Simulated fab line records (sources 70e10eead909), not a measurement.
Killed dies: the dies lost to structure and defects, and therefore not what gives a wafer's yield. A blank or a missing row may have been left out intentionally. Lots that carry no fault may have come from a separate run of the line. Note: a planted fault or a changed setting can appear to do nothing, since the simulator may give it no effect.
Matching of chambers -- flow nand harc -- cmp-03 running NHARC_P_CONTACT_CMP_01: 4 sister chambers
The step polishes SiO2, target thk 200 nm. 8 wafers are shown with their chamber, then 7 later ones without.

## EACH WAFER AND ITS CHAMBER
wafer,chamber,motor current A (A),slurry filter dp kPa (kPa)
L074.6,0,12.0,13.49
L078.2,0,11.8,13.66
L078.5,2,10.8,13.37
L086.3,3,11.2,13.33
L086.4,1,11.7,13.47
L086.6,1,11.3,13.50
L088.1,2,10.9,13.32
L088.3,3,12.0,13.74

## WAFERS WITHOUT THEIR CHAMBER
wafer,motor current A (A),slurry filter dp kPa (kPa)
L088.4,11.4,13.39
L094.1,11.6,13.31
L094.2,11.8,13.50
L094.5,11.0,13.39
L097.1,11.0,13.35
L097.3,11.4,13.41
L097.6,11.3,13.57

## CHAMBER TAKEN BY EACH
wafer,from the rows above,in truth
L088.4,can't be placed: 1 or 3 or 2 or 0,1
L094.1,can't be placed: 1 or 3 or 0 or 2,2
L094.2,can't be placed: 0 or 3 or 1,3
L094.5,can't be placed: 2 or 1 or 3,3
L097.1,can't be placed: 2 or 1 or 3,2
L097.3,can't be placed: 1 or 3 or 2 or 0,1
L097.6,can't be placed: 1 or 3 or 0 or 2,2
Placed correctly: 0 of 7. From these rows, 7 cannot be placed; in 7 the true chamber is one of the candidates. Wrongly placed: 0.
How it was worked out, from the rows above alone: a wafer's distance from a chamber is the root of the sum, over the readings, of the square of ((its reading less the chamber's mean) divided by the reading's scatter). If the next closest chamber is less than 2 further off than the closest, the wafer can't be placed; otherwise it belongs to the closest. The mean given for a chamber averages the wafers shown for that chamber. The scatter: take each reading less its chamber's mean, square it, sum over the shown wafers, divide by the number of wafers less the number of chambers, and take the root.
